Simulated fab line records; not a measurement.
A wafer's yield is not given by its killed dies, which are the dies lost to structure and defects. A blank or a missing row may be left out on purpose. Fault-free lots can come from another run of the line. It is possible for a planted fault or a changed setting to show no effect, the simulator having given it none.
Which tool is to blame?	flow n5 finfet	24 lots with 72 wafers sampled at 6 steps, on a route of 1938 steps

WHAT THE GAUGES SHOWED, per wafer
The record lacks any reading of a measuring or inspecting step that a usual standard deviation could be used to judge.

WHAT TOOL EACH LOT RAN ON (gives the tool, then ch and the chambers of the sampled wafers, and finally the start)
lot	N5_BEOL_M3_ANNEAL_95	N5_BEOL_M3_ANNEAL_51	N5_BEOL_M4_STRIP_66	N5_BEOL_M4_STRIP_19	N5_BEOL_M4_ETCH_70	N5_BEOL_M4_ANNEAL_91
L074	pvd sputter-03, day 8 11:26	rtp anneal-01 ch 0, day 8 11:46	rie diel-04 ch 0,1, day 8 14:10	rie diel-04 ch 1,2, day 8 14:24	rie diel-01 ch 0,2,3, day 8 20:59	pvd sputter-01, day 8 23:27
L075	pvd sputter-02, day 8 12:30	rtp anneal-01 ch 0, day 8 12:50	rie diel-01 ch 0,2, day 8 16:54	rie diel-01 ch 0,1,3, day 8 17:03	rie diel-04 ch 1,2, day 9 03:22	pvd sputter-01, day 9 07:25
L076	pvd sputter-01, day 8 15:10	rtp anneal-02 ch 0, day 8 15:33	rie diel-04 ch 0,1, day 8 17:31	rie diel-01 ch 2,3, day 8 17:44	rie diel-03 ch 0,1, day 8 23:48	pvd sputter-02, day 9 02:22
L079	pvd sputter-02, day 8 20:54	rtp anneal-02 ch 0, day 8 21:23	rie diel-03 ch 0,1,2, day 9 01:47	rie diel-04 ch 0,1,2, day 9 02:01	rie diel-03 ch 0,1,2, day 10 01:47	pvd sputter-02, day 10 04:46
L077	pvd sputter-02, day 8 23:44	rtp anneal-01 ch 0, day 9 00:04	rie diel-03 ch 1,2, day 9 02:20	rie diel-01 ch 0,3, day 9 02:30	rie diel-03 ch 0,1,2, day 10 02:09	pvd sputter-02, day 10 06:39
L078	pvd sputter-03, day 9 02:16	rtp anneal-01 ch 0, day 9 02:36	rie diel-04 ch 0,1,2, day 9 05:13	rie diel-03 ch 1,2, day 9 05:25	rie diel-01 ch 0,3, day 10 09:15	pvd sputter-01, day 10 11:49
L081	pvd sputter-03, day 9 18:29	rtp anneal-02 ch 0, day 9 18:57	rie diel-03 ch 0,1,2, day 9 20:50	rie diel-03 ch 1,3, day 9 21:00	rie diel-03 ch 0,3, day 10 09:17	pvd sputter-03, day 10 12:00
L080	pvd sputter-02, day 10 02:05	rtp anneal-02 ch 0, day 10 02:34	rie diel-04 ch 1,3, day 10 07:05	rie diel-04 ch 1,3, day 10 07:20	rie diel-01 ch 1,2, day 10 12:35	pvd sputter-02, day 10 15:45
L083	pvd sputter-02, day 10 09:11	rtp anneal-02 ch 0, day 10 09:32	rie diel-01 ch 1,2, day 10 11:32	rie diel-01 ch 0,2,3, day 10 11:42	rie diel-01 ch 0,3, day 11 00:49	pvd sputter-03, day 11 03:33
L082	pvd sputter-01, day 11 04:07	rtp anneal-01 ch 0, day 11 04:36	rie diel-03 ch 1,2,3, day 11 07:11	rie diel-04 ch 1,2, day 11 07:20	rie diel-04 ch 0,1, day 11 09:54	pvd sputter-03, day 11 13:20
L084	pvd sputter-02, day 11 09:05	rtp anneal-01 ch 0, day 11 09:28	rie diel-04 ch 1,2, day 11 15:17	rie diel-01 ch 2,3, day 11 15:31	rie diel-04 ch 0,2,3, day 11 18:50	pvd sputter-02, day 11 22:04
L085	pvd sputter-01, day 11 10:47	rtp anneal-02 ch 0, day 11 11:32	rie diel-01 ch 1,2, day 11 15:29	rie diel-04 ch 1,2,3, day 11 15:38	rie diel-01 ch 0,2,3, day 11 18:52	pvd sputter-03, day 11 22:12
L086	pvd sputter-01, day 11 13:39	rtp anneal-01 ch 0, day 11 13:59	rie diel-03 ch 0,1,3, day 11 16:31	rie diel-01 ch 0,2, day 11 16:54	rie diel-03 ch 0,3, day 11 18:57	pvd sputter-02, day 11 23:54
L087	pvd sputter-02, day 11 14:20	rtp anneal-02 ch 0, day 11 14:49	rie diel-04 ch 0,1,2, day 11 17:29	rie diel-01 ch 0,1,2, day 11 17:38	rie diel-01 ch 1,2,3, day 12 00:31	pvd sputter-02, day 12 03:10
L089	pvd sputter-01, day 11 18:47	rtp anneal-01 ch 0, day 11 19:13	rie diel-01 ch 2,3, day 12 01:37	rie diel-01 ch 2,3, day 12 01:58	rie diel-04 ch 0,1,2, day 12 04:56	pvd sputter-02, day 12 09:37
L088	pvd sputter-03, day 12 05:17	rtp anneal-01 ch 0, day 12 05:58	rie diel-03 ch 0,3, day 12 11:13	rie diel-03 ch 0,1,3, day 12 11:22	rie diel-03 ch 1,3, day 13 03:11	pvd sputter-02, day 13 06:10
L090	pvd sputter-01, day 12 09:37	rtp anneal-02 ch 0, day 12 09:58	rie diel-04 ch 0,1,3, day 12 12:26	rie diel-04 ch 0,1,3, day 12 12:36	rie diel-01 ch 0,1,2, day 13 06:40	pvd sputter-01, day 13 09:45
L091	pvd sputter-03, day 12 14:49	rtp anneal-02 ch 0, day 12 15:11	rie diel-03 ch 0,1,2, day 12 19:31	rie diel-04 ch 1,2,3, day 12 19:40	rie diel-04 ch 0,2,3, day 13 06:46	pvd sputter-03, day 13 09:56
L093	pvd sputter-01, day 13 00:00	rtp anneal-02 ch 0, day 13 00:23	rie diel-03 ch 0,2,3, day 13 04:41	rie diel-01 ch 1,2,3, day 13 04:50	rie diel-01 ch 0,2,3, day 13 13:12	pvd sputter-01, day 13 17:04
L092	pvd sputter-01, day 13 01:50	rtp anneal-01 ch 0, day 13 02:13	rie diel-01 ch 1,3, day 13 04:26	rie diel-01 ch 1,2,3, day 13 04:40	rie diel-01 ch 0,1,2, day 13 12:44	pvd sputter-01, day 13 15:06
L094	pvd sputter-03, day 13 05:09	rtp anneal-01 ch 0, day 13 05:32	rie diel-03 ch 2,3, day 13 08:11	rie diel-04 ch 0,2, day 13 08:21	rie diel-03 ch 1,3, day 13 22:09	pvd sputter-01, day 14 02:43
L095	pvd sputter-03, day 14 13:43	rtp anneal-02 ch 0, day 14 14:04	rie diel-01 ch 0,1, day 14 17:15	rie diel-01 ch 1,3, day 14 17:25	rie diel-01 ch 0,1, day 14 20:59	pvd sputter-03, day 15 01:09
L096	pvd sputter-01, day 14 19:01	rtp anneal-02 ch 0, day 14 19:23	rie diel-01 ch 0,1, day 14 22:25	rie diel-04 ch 0,1,2, day 14 22:46	rie diel-04 ch 1,3, day 15 04:28	pvd sputter-02, day 15 07:06
L097	pvd sputter-01, day 15 00:01	rtp anneal-02 ch 0, day 15 00:22	rie diel-01 ch 1,2, day 15 02:44	rie diel-01 ch 0,2, day 15 03:05	rie diel-01 ch 1,2,3, day 15 07:42	pvd sputter-02, day 15 10:31
- N5_BEOL_M3_ANNEAL_95: time 240 s.
- N5_BEOL_M3_ANNEAL_51: time 90 s.
- N5_BEOL_M4_STRIP_66: strips in CF4.
- N5_BEOL_M4_STRIP_19: strips in O2.
- N5_BEOL_M4_ETCH_70: etches SOC in N2/H2, target depth 80 nm, overetch 24 nm, time 130 s.
- N5_BEOL_M4_ANNEAL_91: time 240 s.

AS READ BY THE TOOLS THEMSELVES (means over the sampled wafers that have a number; for cases with no such wafer, the mark the record gives instead)
N5_BEOL_M3_ANNEAL_95.
lot	tool	heater power w (W)
L074	pvd sputter-03	803
L075	pvd sputter-02	859
L076	pvd sputter-01	816
L079	pvd sputter-02	814
L077	pvd sputter-02	863
L078	pvd sputter-03	854
L081	pvd sputter-03	833
L080	pvd sputter-02	837
L083	pvd sputter-02	878
L082	pvd sputter-01	783
L084	pvd sputter-02	844
L085	pvd sputter-01	791
L086	pvd sputter-01	796
L087	pvd sputter-02	857
L089	pvd sputter-01	784
L088	pvd sputter-03	809
L090	pvd sputter-01	850
L091	pvd sputter-03	813
L093	pvd sputter-01	834
L092	pvd sputter-01	770
L094	pvd sputter-03	819
L095	pvd sputter-03	807
L096	pvd sputter-01	800
L097	pvd sputter-01	830

N5_BEOL_M3_ANNEAL_51.
lot	tool	wafer_temp_C_max
L074	rtp anneal-01	225.63
L075	rtp anneal-01	225.59
L076	rtp anneal-02	225.67
L079	rtp anneal-02	225.80
L077	rtp anneal-01	225.70
L078	rtp anneal-01	225.56
L081	rtp anneal-02	226.05
L080	rtp anneal-02	225.98
L083	rtp anneal-02	225.73
L082	rtp anneal-01	225.53
L084	rtp anneal-01	225.74
L085	rtp anneal-02	225.72
L086	rtp anneal-01	225.43
L087	rtp anneal-02	225.78
L089	rtp anneal-01	226.10
L088	rtp anneal-01	225.45
L090	rtp anneal-02	225.82
L091	rtp anneal-02	225.78
L093	rtp anneal-02	225.76
L092	rtp anneal-01	225.76
L094	rtp anneal-01	225.45
L095	rtp anneal-02	225.81
L096	rtp anneal-02	225.74
L097	rtp anneal-02	225.75

N5_BEOL_M4_STRIP_66.
lot	tool	drypump motor current A (A)	oes product au (a.u.)	rf vpp V (V)	showerhead plenum p Torr (Torr)	throttle valve pct (%)
L074	rie diel-04	5.2	0.88	271.4	1.81	13.30
L075	rie diel-01	5.4	0.86	273.3	1.87	13.38
L076	rie diel-04	5.2	0.87	270.8	1.81	13.30
L079	rie diel-03	5.8	0.84	270.9	1.79	13.49
L077	rie diel-03	6.1	0.79	272.0	1.83	13.58
L078	rie diel-04	5.5	0.83	271.3	1.82	13.32
L081	rie diel-03	5.8	0.83	270.7	1.79	13.51
L080	rie diel-04	5.7	0.91	274.1	1.91	13.37
L083	rie diel-01	5.2	0.85	272.8	1.90	13.45
L082	rie diel-03	5.5	0.74	271.0	1.81	13.76
L084	rie diel-04	5.8	0.79	273.1	1.83	13.36
L085	rie diel-01	5.2	0.85	272.8	1.89	13.43
L086	rie diel-03	5.6	0.80	271.6	1.83	13.58
L087	rie diel-04	5.5	0.81	272.1	1.81	13.36
L089	rie diel-01	5.6	0.84	271.4	1.84	13.45
L088	rie diel-03	5.0	0.76	271.0	1.81	13.73
L090	rie diel-04	5.4	0.85	272.4	1.85	13.40
L091	rie diel-03	5.8	0.80	269.9	1.78	13.55
L093	rie diel-03	5.2	0.75	270.1	1.77	13.71
L092	rie diel-01	5.5	0.82	272.4	1.84	13.54
L094	rie diel-03	5.1	0.69	269.5	1.75	13.89
L095	rie diel-01	5.6	0.77	271.9	1.83	13.57
L096	rie diel-01	5.3	0.79	272.3	1.86	13.56
L097	rie diel-01	5.2	0.81	273.0	1.89	13.54

N5_BEOL_M4_STRIP_19.
lot	tool	drypump motor current A (A)	oes product au (a.u.)	rf vpp V (V)	showerhead plenum p Torr (Torr)	throttle valve pct (%)
L074	rie diel-04	5.4	0.86	3.8	2.19	16.38
L075	rie diel-01	5.7	0.87	4.0	2.14	16.60
L076	rie diel-01	6.0	0.91	3.5	2.12	16.60
L079	rie diel-04	5.5	0.85	3.4	2.13	16.44
L077	rie diel-01	6.1	0.85	3.8	2.08	16.63
L078	rie diel-03	6.1	0.81	3.7	2.13	16.65
L081	rie diel-03	5.4	0.75	3.8	2.18	16.86
L080	rie diel-04	5.4	0.90	4.0	2.23	16.41
L083	rie diel-01	5.8	0.85	4.1	2.13	16.59
L082	rie diel-04	5.4	0.83	3.9	2.19	16.42
L084	rie diel-01	5.7	0.86	3.5	2.17	16.59
L085	rie diel-04	5.7	0.85	3.7	2.19	16.49
L086	rie diel-01	5.6	0.81	3.5	2.15	16.58
L087	rie diel-01	5.4	0.83	3.9	2.18	16.58
L089	rie diel-01	5.6	0.86	3.8	2.16	16.61
L088	rie diel-03	5.6	0.81	3.5	2.13	16.67
L090	rie diel-04	5.5	0.86	3.7	2.16	16.51
L091	rie diel-04	5.7	0.83	4.3	2.18	16.50
L093	rie diel-01	5.6	0.84	3.7	2.16	16.63
L092	rie diel-01	5.6	0.84	3.8	2.16	16.63
L094	rie diel-04	5.6	0.81	3.3	2.06	16.58
L095	rie diel-01	5.5	0.82	3.1	2.15	16.67
L096	rie diel-04	5.5	0.79	3.6	2.12	16.53
L097	rie diel-01	5.4	0.80	3.2	2.17	16.62

N5_BEOL_M4_ETCH_70.
lot	tool	drypump motor current A (A)	oes product au (a.u.)	rf vpp V (V)	showerhead plenum p Torr (Torr)	throttle valve pct (%)
L074	rie diel-01	5.8	0.63	524.8	2.59	17.68
L075	rie diel-04	5.8	0.61	525.5	2.61	17.56
L076	rie diel-03	5.8	0.70	525.0	2.56	17.51
L079	rie diel-03	5.8	0.61	522.9	2.53	17.76
L077	rie diel-03	5.8	0.61	524.1	2.53	17.75
L078	rie diel-01	6.1	0.62	523.3	2.51	17.77
L081	rie diel-03	5.1	0.58	524.8	2.57	17.92
L080	rie diel-01	5.2	0.64	528.0	2.70	17.70
L083	rie diel-01	5.9	0.59	522.7	2.53	17.70
L082	rie diel-04	5.2	0.62	523.8	2.55	17.68
L084	rie diel-04	5.8	0.62	524.7	2.57	17.67
L085	rie diel-01	5.8	0.61	524.4	2.58	17.72
L086	rie diel-03	5.1	0.57	523.7	2.57	17.93
L087	rie diel-01	5.6	0.62	525.7	2.62	17.76
L089	rie diel-04	5.5	0.60	525.3	2.57	17.66
L088	rie diel-03	5.4	0.54	526.5	2.63	18.11
L090	rie diel-01	5.4	0.60	526.4	2.64	17.71
L091	rie diel-04	5.8	0.61	525.5	2.57	17.71
L093	rie diel-01	5.8	0.60	524.5	2.57	17.76
L092	rie diel-01	5.4	0.60	527.2	2.64	17.71
L094	rie diel-03	6.0	0.56	527.5	2.65	17.99
L095	rie diel-01	5.3	0.59	526.4	2.63	17.76
L096	rie diel-04	5.8	0.63	528.5	2.69	17.74
L097	rie diel-01	5.6	0.59	525.6	2.61	17.81

N5_BEOL_M4_ANNEAL_91.
lot	tool	heater power w (W)
L074	pvd sputter-01	770
L075	pvd sputter-01	786
L076	pvd sputter-02	878
L079	pvd sputter-02	862
L077	pvd sputter-02	884
L078	pvd sputter-01	836
L081	pvd sputter-03	838
L080	pvd sputter-02	882
L083	pvd sputter-03	833
L082	pvd sputter-03	864
L084	pvd sputter-02	842
L085	pvd sputter-03	815
L086	pvd sputter-02	840
L087	pvd sputter-02	874
L089	pvd sputter-02	880
L088	pvd sputter-02	882
L090	pvd sputter-01	757
L091	pvd sputter-03	781
L093	pvd sputter-01	796
L092	pvd sputter-01	804
L094	pvd sputter-01	785
L095	pvd sputter-03	853
L096	pvd sputter-02	844
L097	pvd sputter-02	848

THE ANSWER, worked out from the rows above alone
Rule: the usual values come from the lots themselves. The widest of any qualifying gaps counts: lots, ordered by their means at a reading, are off when they make up no more than a third of the lots, leave a main group of 4 or more, and stand apart from it by 3 or more times the standard deviation of that group's means. If all means in a main group match to the digits the tables above print for the reading, that group is not used. A lot without any number at a reading at which 4 lots or more have one is off too. Any other lot the step has rows for is counted as sound. The gauges are gone through in route order, then the tools' own readings, and for those a lot's mean is taken as printed above. The first step at which some lot is off is used, and at that step the reading that is off furthest; a lot without a number counts as furthest.
Nothing can be told from this: no lot is off at any reading shown.

WHAT THE SIMULATOR HAD INSERTED
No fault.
